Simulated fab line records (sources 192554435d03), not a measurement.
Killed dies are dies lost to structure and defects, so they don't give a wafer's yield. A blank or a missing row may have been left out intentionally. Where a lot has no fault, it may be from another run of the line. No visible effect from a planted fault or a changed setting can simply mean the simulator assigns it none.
Problem report in the 8D (eight disciplines) form, filled by code -- flow n5Finfet -- the parts of the form that need people (team, actions taken, sign-off) are left out

== 1. THE PROBLEM ==
A mean of 77.5 sccm is read at N5_PASSIVATION_PASS_ETCH_74 for cf4FlowSccm, taken on 1 wafer of 1 lot, against 100.0 sccm (standard deviation 0.32) on wafers free of any fault. That is -70 standard deviations from the usual mean.
The step: etches SiNx in CF4/O2, target depth 220 nm, time 110 s.
The first sign was on wafer L763.2 at day 17 20:01, on rieDiel-02. At this step, 30 wafers from 10 lots have a number in the record. Rule for "out" (also "out of limits"): further than 4 standard deviations from the usual mean. The rest of the wafers with a number are treated as sound.

== 2. WHAT IT IS, WHAT IT ISN'T ==
question,is,is not
which readings at this step,"cf4FlowSccm, throttleValvePct","drypumpMotorCurrentA, oesProductAu, rfVppV, showerheadPlenumPTorr"
which lots,L763,"L750, L754, L755, L764, L765, L766, L768, L769, L771"
which wafers of those lots,L763.2,"L763.1, L763.5"
read on which tools,rieDiel-02,"rieDiel-04, rieDiel-06"
when,from day 17 20:01,"up to then (11 sound wafers); but 18 sound wafers of L764, L765, L766, L768, L769, L771 came after"

== 3. WHAT RULES OUT EACH SUSPECT ==
Counting: any tool at a process step up to the reading remains a suspect provided it ran every lot that is out. Sound lots after the first of them don't rule it out here, since some wafers of a struck lot are sound.
- rieMetal-01 at N5_MIM_BOT_ETCH_ETCH_03 (etches the open film in Cl2/BCl3, target depth 12 nm): kept. The lot that is out, L763, ran on it at day 17 18:23; the last sound lot it ran before that was L750, at day 12 19:10.
- pecvd-03 at N5_PASSIVATION_PECVD_55 (deposits SiO2 from SiH4/N2O, target thk 400 nm, time 22.5 s): kept. The lot that is out, L763, ran on it at day 17 19:17; the last sound lot it ran before that was L750, at day 12 19:54.
- rieDiel-02 at N5_PASSIVATION_PASS_ETCH_74 (etches SiNx in CF4/O2, target depth 220 nm, time 110 s): kept. The lot that is out, L763, ran on it at day 17 20:01; the last sound lot it ran before that was L755, at day 16 05:26. Out on those wafers are its own readings of cf4FlowSccm, throttleValvePct.
- In pecvd-03 at N5_PASSIVATION_PECVD_55, the wafers that are out were processed in chamber 2 and their sound lot-mates in chambers 0, 1.
- Within rieDiel-02 at N5_PASSIVATION_PASS_ETCH_74: the wafers that are out ran in chamber 0; their sound lot-mates ran in chamber 2.
Left after counting: rieMetal-01 at N5_MIM_BOT_ETCH_ETCH_03, pecvd-03 at N5_PASSIVATION_PECVD_55, rieDiel-02 at N5_PASSIVATION_PASS_ETCH_74.

== 4. THE CAUSE (what the simulator had put in) ==
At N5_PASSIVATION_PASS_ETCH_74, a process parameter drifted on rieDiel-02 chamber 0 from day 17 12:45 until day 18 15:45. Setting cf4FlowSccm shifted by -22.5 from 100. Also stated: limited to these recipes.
This tool is one of the 3 suspects left after counting.

== 5. THE CHAIN OF EFFECTS, in route order ==
Each row: a reading where the mean over the struck wafers with a number is more than 3 standard deviations away from the usual. Readings are gone through only where the record gives a usual standard deviation; hours: the median, over the lots, of the time from a lot's start at the first step in this table giving one to that lot's start at this step; sigmas: the change measured in usual standard deviations.
hours,step,reading,usual,on struck wafers,change,sigmas
0,N5_PASSIVATION_PASS_ETCH_74,cf4FlowSccm,100.0 sccm,77.5,-22.5,-70
0,N5_PASSIVATION_PASS_ETCH_74,throttleValvePct,15.87 %,14.91,-0.96,-4.4
The process steps in it:
- N5_PASSIVATION_PASS_ETCH_74: etches SiNx in CF4/O2, target depth 220 nm, time 110 s.

== 6. WHAT WOULD HAVE CAUGHT IT SOONER ==
7 hours passed between the start of the fault at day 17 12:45 and the first reading out of limits in this record, taken at day 17 20:01.
